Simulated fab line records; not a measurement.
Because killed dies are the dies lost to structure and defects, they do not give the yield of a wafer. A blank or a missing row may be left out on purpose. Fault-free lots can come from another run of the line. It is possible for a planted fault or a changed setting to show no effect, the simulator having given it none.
Chamber matching || flow nandHarc || NHARC_P_ZERO_WELL_ETCH_65 on rieDiel-11: 4 sister chambers
The step etches the open film in N2/H2, target depth 80 nm, overetch 24 nm, time 87.88 s. 20 wafers are shown with their chamber, then 10 later ones without.

EACH WAFER AND ITS CHAMBER
{"wafer": "L075.3", "chamber": 2, "drypumpMotorCurrentA (A)": 5.7, "showerheadPlenumPTorr (Torr)": 1.99, "rfVppV (V)": 427.3}
{"wafer": "L075.5", "chamber": 3, "drypumpMotorCurrentA (A)": 5.1, "showerheadPlenumPTorr (Torr)": 2.13, "rfVppV (V)": 433.7}
{"wafer": "L075.6", "chamber": 2, "drypumpMotorCurrentA (A)": 5.7, "showerheadPlenumPTorr (Torr)": 1.99, "rfVppV (V)": 429.3}
{"wafer": "L076.3", "chamber": 2, "drypumpMotorCurrentA (A)": 5.7, "showerheadPlenumPTorr (Torr)": 1.99, "rfVppV (V)": 428.9}
{"wafer": "L076.5", "chamber": 1, "drypumpMotorCurrentA (A)": 6.2, "showerheadPlenumPTorr (Torr)": 2.01, "rfVppV (V)": 429.5}
{"wafer": "L076.6", "chamber": 0, "drypumpMotorCurrentA (A)": 5.5, "showerheadPlenumPTorr (Torr)": 1.94, "rfVppV (V)": 428.0}
{"wafer": "L079.1", "chamber": 1, "drypumpMotorCurrentA (A)": 6.2, "showerheadPlenumPTorr (Torr)": 2.01, "rfVppV (V)": 430.2}
{"wafer": "L079.2", "chamber": 3, "drypumpMotorCurrentA (A)": 5.2, "showerheadPlenumPTorr (Torr)": 2.13, "rfVppV (V)": 433.5}
{"wafer": "L079.4", "chamber": 2, "drypumpMotorCurrentA (A)": 5.7, "showerheadPlenumPTorr (Torr)": 1.99, "rfVppV (V)": 429.1}
{"wafer": "L087.1", "chamber": 3, "drypumpMotorCurrentA (A)": 5.2, "showerheadPlenumPTorr (Torr)": 2.12, "rfVppV (V)": 432.2}
{"wafer": "L087.2", "chamber": 0, "drypumpMotorCurrentA (A)": 5.5, "showerheadPlenumPTorr (Torr)": 1.93, "rfVppV (V)": 427.8}
{"wafer": "L087.4", "chamber": 1, "drypumpMotorCurrentA (A)": 6.2, "showerheadPlenumPTorr (Torr)": 2.00, "rfVppV (V)": 429.3}
{"wafer": "L090.1", "chamber": 3, "drypumpMotorCurrentA (A)": 5.1, "showerheadPlenumPTorr (Torr)": 2.11, "rfVppV (V)": 432.6}
{"wafer": "L090.2", "chamber": 0, "drypumpMotorCurrentA (A)": 5.5, "showerheadPlenumPTorr (Torr)": 1.92, "rfVppV (V)": 426.7}
{"wafer": "L090.3", "chamber": 2, "drypumpMotorCurrentA (A)": 5.7, "showerheadPlenumPTorr (Torr)": 1.98, "rfVppV (V)": 429.2}
{"wafer": "L091.1", "chamber": 1, "drypumpMotorCurrentA (A)": 6.2, "showerheadPlenumPTorr (Torr)": 2.00, "rfVppV (V)": 429.4}
{"wafer": "L091.2", "chamber": 0, "drypumpMotorCurrentA (A)": 5.5, "showerheadPlenumPTorr (Torr)": 1.92, "rfVppV (V)": 425.4}
{"wafer": "L091.3", "chamber": 2, "drypumpMotorCurrentA (A)": 5.7, "showerheadPlenumPTorr (Torr)": 1.98, "rfVppV (V)": 429.6}
{"wafer": "L092.1", "chamber": 1, "drypumpMotorCurrentA (A)": 6.2, "showerheadPlenumPTorr (Torr)": 2.00, "rfVppV (V)": 428.0}
{"wafer": "L092.2", "chamber": 2, "drypumpMotorCurrentA (A)": 5.6, "showerheadPlenumPTorr (Torr)": 1.98, "rfVppV (V)": 427.7}

SIGNATURES (averages over the wafers above)
{"reading": "drypumpMotorCurrentA", "chamber 0": 5.500, "chamber 1": 6.200, "chamber 2": 5.686, "chamber 3": 5.150, "scatter within a chamber": 0.0341}
{"reading": "showerheadPlenumPTorr", "chamber 0": 1.9275, "chamber 1": 2.0040, "chamber 2": 1.9857, "chamber 3": 2.1225, "scatter within a chamber": 0.00725}
{"reading": "rfVppV", "chamber 0": 426.975, "chamber 1": 429.280, "chamber 2": 428.729, "chamber 3": 433.000, "scatter within a chamber": 0.9}
Rule: for a wafer and a chamber, the distance is found by dividing, reading by reading, the gap between the wafer's reading and the chamber's mean by the reading's scatter, squaring, summing and taking the root. If the next closest chamber is less than 2 further off than the closest, the wafer can't be placed; otherwise it belongs to the closest. The scatter: the root of (the sum of the squares of (reading less its chamber's mean) over the shown wafers, divided by (wafers less chambers)).

WAFERS WHOSE CHAMBER IS MISSING
{"wafer": "L092.5", "drypumpMotorCurrentA (A)": 6.2, "showerheadPlenumPTorr (Torr)": 2.00, "rfVppV (V)": 430.1}
{"wafer": "L093.1", "drypumpMotorCurrentA (A)": 6.2, "showerheadPlenumPTorr (Torr)": 2.00, "rfVppV (V)": 428.2}
{"wafer": "L093.2", "drypumpMotorCurrentA (A)": 5.2, "showerheadPlenumPTorr (Torr)": 2.11, "rfVppV (V)": 431.7}
{"wafer": "L093.5", "drypumpMotorCurrentA (A)": 5.5, "showerheadPlenumPTorr (Torr)": 1.92, "rfVppV (V)": 425.8}
{"wafer": "L096.1", "drypumpMotorCurrentA (A)": 5.2, "showerheadPlenumPTorr (Torr)": 2.11, "rfVppV (V)": 432.2}
{"wafer": "L096.3", "drypumpMotorCurrentA (A)": 5.7, "showerheadPlenumPTorr (Torr)": 1.97, "rfVppV (V)": 428.1}
{"wafer": "L096.4", "drypumpMotorCurrentA (A)": 6.2, "showerheadPlenumPTorr (Torr)": 1.99, "rfVppV (V)": 427.3}
{"wafer": "L097.2", "drypumpMotorCurrentA (A)": 5.7, "showerheadPlenumPTorr (Torr)": 1.97, "rfVppV (V)": 428.4}
{"wafer": "L097.5", "drypumpMotorCurrentA (A)": 5.7, "showerheadPlenumPTorr (Torr)": 1.97, "rfVppV (V)": 430.3}
{"wafer": "L097.6", "drypumpMotorCurrentA (A)": 5.1, "showerheadPlenumPTorr (Torr)": 2.11, "rfVppV (V)": 433.1}

CHAMBER TAKEN BY EACH
{"wafer": "L092.5", "from the rows above": 1, "in truth": 1}
{"wafer": "L093.1", "from the rows above": 1, "in truth": 1}
{"wafer": "L093.2", "from the rows above": 3, "in truth": 3}
{"wafer": "L093.5", "from the rows above": 0, "in truth": 0}
{"wafer": "L096.1", "from the rows above": 3, "in truth": 3}
{"wafer": "L096.3", "from the rows above": 2, "in truth": 2}
{"wafer": "L096.4", "from the rows above": 1, "in truth": 1}
{"wafer": "L097.2", "from the rows above": 2, "in truth": 2}
{"wafer": "L097.5", "from the rows above": 2, "in truth": 2}
{"wafer": "L097.6", "from the rows above": 3, "in truth": 3}
Correctly placed: 10 of 10. Left unplaced by these rows: 0. Number placed wrongly: 0.
